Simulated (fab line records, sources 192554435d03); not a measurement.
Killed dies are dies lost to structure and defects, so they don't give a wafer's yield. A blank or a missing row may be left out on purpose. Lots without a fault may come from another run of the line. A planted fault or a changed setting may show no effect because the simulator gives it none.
One fault seen from 3 desks | flow n5_finfet | each desk has only its own numbers; what lay behind them comes last

THE METROLOGY DESK
What the gauges read, lot by lot, whatever tool the lot ran on: means of the sampled wafers that have a number. A lot is out of limits, marked OUT, if its mean lies more than 4 standard deviations from the usual mean; the brackets give that distance.
Columns: A = cd_nm at N5_BEOL_M7_CD_MEAS_28, usual 39.98 nm; B = V6_OVL at N5_BEOL_M7_OVL_MEAS_29, usual -0.1 nm; C = trench_depth_nm at N5_BEOL_M7_OCD_MEAS_38, usual 92.8 nm; D = cd_nm at N5_BEOL_M7_CD_MEAS_35, usual 40.0 nm; E = M7_THK at N5_BEOL_M7_THK_MEAS_53, usual 79.4 nm
lot  | first seen here | A     | B    | C    | D    | E
L686 | day 10 19:13    | 40.23 | 0.1  | 92.0 | 39.3 | 77.7
L689 | day 12 01:11    | 40.01 | -0.9 | 93.0 | 40.0 | 80.8
L696 | day 13 14:14    | 40.21 | -0.5 | 97.2 | 40.4 | 83.8
L703 | day 15 11:12    | 39.99 | -0.1 | 92.7 | 39.7 | 78.4
L705 | day 15 13:20    | 39.95 | 0.9  | 91.1 | 39.9 | 77.3
This desk's finding: nothing out of limits on any of the 5 lots.

THE DEFECT DESK
What the inspections along the route counted, lot by lot: means of the sampled wafers that have a number. A lot is out of limits, marked OUT, if its mean lies more than 4 standard deviations from the usual mean; the brackets give that distance.
Columns: A = raw_defect_count at N5_BEOL_M7_INSPECT_30, usual 410
lot  | first seen here | A
L686 | day 10 19:19    | 538
L689 | day 12 01:17    | 381
L696 | day 13 14:20    | 503
L703 | day 15 11:17    | 361
L705 | day 15 13:25    | 344
This desk's finding: nothing out of limits on any of the 5 lots.

THE TOOL OWNER'S DESK: rie_diel-04
The tool's own readings at N5_BEOL_M7_TRENCH_ETCH_37 (etches SiCOH lowk in C4F6/O2, target depth 93.478 nm, time 31.2 s): means of the sampled wafers that have a number, for each lot that ran on this tool. A lot is out of limits, marked OUT, if its mean lies more than 4 standard deviations from the usual mean; the brackets give that distance.
Columns: A = drypump_motor_current_A at N5_BEOL_M7_TRENCH_ETCH_37, usual 5.8 A; B = oes_product_au at N5_BEOL_M7_TRENCH_ETCH_37, usual 0.77 a.u.; C = rf_fwd_power_W at N5_BEOL_M7_TRENCH_ETCH_37, usual 340.5 W; D = rf_vpp_V at N5_BEOL_M7_TRENCH_ETCH_37, usual 665 V; E = showerhead_plenum_p_Torr at N5_BEOL_M7_TRENCH_ETCH_37, usual 2.81 Torr; F = throttle_valve_pct at N5_BEOL_M7_TRENCH_ETCH_37, usual 20.95 %
lot  | first seen here | A   | B    | C               | D   | E    | F
L696 | day 13 14:44    | 5.2 | 0.75 | 396.8 (+27) OUT | 618 | 2.75 | 20.97
This desk's finding: out of limits on L696; first on L696, day 13 14:44 (rf_fwd_power_W at N5_BEOL_M7_TRENCH_ETCH_37). In limits: none.

PUT TOGETHER
The tool owner's desk could have raised an alarm at day 13 14:44, on L696.
The metrology desk saw nothing out of limits.
The defect desk saw nothing out of limits.
The metrology desk has L696 on record, within its limits.
The defect desk has L696 on record, within its limits.
Of the lots named, all ran N5_BEOL_M7_TRENCH_ETCH_37 on rie_diel-04.

WHAT THE SIMULATOR HAD PUT IN
Process parameter drift: rie_diel-04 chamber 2, from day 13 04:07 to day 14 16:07, at N5_BEOL_M7_TRENCH_ETCH_37. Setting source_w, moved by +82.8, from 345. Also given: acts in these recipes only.
Lots struck among those shown: L696.
Hours from the fault's start to each desk's first reading out of limits: the tool owner's desk, 11.
